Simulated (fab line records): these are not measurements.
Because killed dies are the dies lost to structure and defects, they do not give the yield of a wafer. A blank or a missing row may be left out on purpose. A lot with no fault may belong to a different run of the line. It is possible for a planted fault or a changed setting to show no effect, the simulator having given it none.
Matching of chambers | flow nand-harc | 3 sister chambers for NHARC_A_SGD_CUT_DEP_00 on pecvd-02
The step deposits SiNx, target thk 50 nm. 30 wafers are shown with their chamber, then 12 later ones without.

== WAFERS, EACH WITH ITS CHAMBER ==
wafer  | chamber | heater-power-w (W) | susceptor-temp-C (C)
L074.1 | 0       | 591                | 400.21
L074.3 | 2       | 553                | 399.99
L074.4 | 0       | 584                | 400.32
L075.1 | 0       | 562                | 400.34
L075.4 | 1       | 716                | 400.23
L075.5 | 0       | 583                | 399.93
L081.2 | 0       | 677                | 399.85
L081.5 | 0       | 661                | 399.58
L081.6 | 2       | 608                | 400.21
L080.3 | 1       | 769                | 399.88
L080.4 | 2       | 643                | 399.92
L080.6 | 0       | 611                | 400.28
L084.2 | 0       | 560                | 399.80
L084.3 | 1       | 754                | 399.75
L084.4 | 2       | 550                | 400.06
L088.2 | 0       | 598                | 400.12
L088.4 | 1       | 761                | 399.87
L088.5 | 2       | 600                | 399.82
L087.2 | 2       | 569                | 400.11
L087.4 | 0       | 632                | 399.86
L087.5 | 1       | 748                | 399.50
L091.2 | 0       | 622                | 399.95
L091.5 | 0       | 629                | 399.83
L091.6 | 2       | 618                | 399.97
L089.1 | 1       | 765                | 400.14
L089.5 | 2       | 657                | 400.44
L089.6 | 0       | 681                | 399.81
L092.1 | 2       | 581                | 400.08
L092.5 | 2       | 582                | 400.12
L092.6 | 0       | 614                | 400.24

SIGNATURES (means of the wafers above)
reading          | chamber 0 | chamber 1 | chamber 2 | scatter within a chamber
heater-power-w   | 614.64    | 752.17    | 596.10    | 35
susceptor-temp-C | 400.0086  | 399.8950  | 400.0720  | 0.224
Rule: for each reading, subtract the chamber's mean from the wafer's reading, divide by that reading's scatter and square the result; add these up over the readings and take the root, which gives the wafer's distance from the chamber. The wafer belongs to the nearest chamber; if the next one is less than 2 further off, it can't be placed. The scatter: the root of (the sum of the squares of (reading less its chamber's mean) over the shown wafers, divided by (wafers less chambers)).

== WAFERS WHOSE CHAMBER IS MISSING ==
wafer  | heater-power-w (W) | susceptor-temp-C (C)
L093.2 | 605                | 400.04
L093.3 | 646                | 399.81
L093.6 | 636                | 400.16
L094.1 | 756                | 399.53
L094.4 | 761                | 399.81
L094.6 | 586                | 399.81
L095.3 | 617                | 400.00
L095.5 | 650                | 400.28
L095.6 | 548                | 400.49
L097.2 | 610                | 399.72
L097.3 | 724                | 399.72
L097.4 | 722                | 399.71

== WHICH CHAMBER EACH ONE RAN IN ==
wafer  | from the rows above          | in truth
L093.2 | can't be placed: 2 or 0      | 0
L093.3 | can't be placed: 0 or 2 or 1 | 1
L093.6 | can't be placed: 0 or 2      | 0
L094.1 | 1                            | 1
L094.4 | 1                            | 1
L094.6 | can't be placed: 2 or 0      | 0
L095.3 | can't be placed: 0 or 2      | 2
L095.5 | can't be placed: 0 or 2 or 1 | 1
L095.6 | can't be placed: 2 or 0      | 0
L097.2 | can't be placed: 0 or 2      | 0
L097.3 | 1                            | 1
L097.4 | 1                            | 1
Correct placement for 4 of the 12. From these rows, 8 cannot be placed; in 8 the true chamber is one of the candidates. Number placed wrongly: 0.
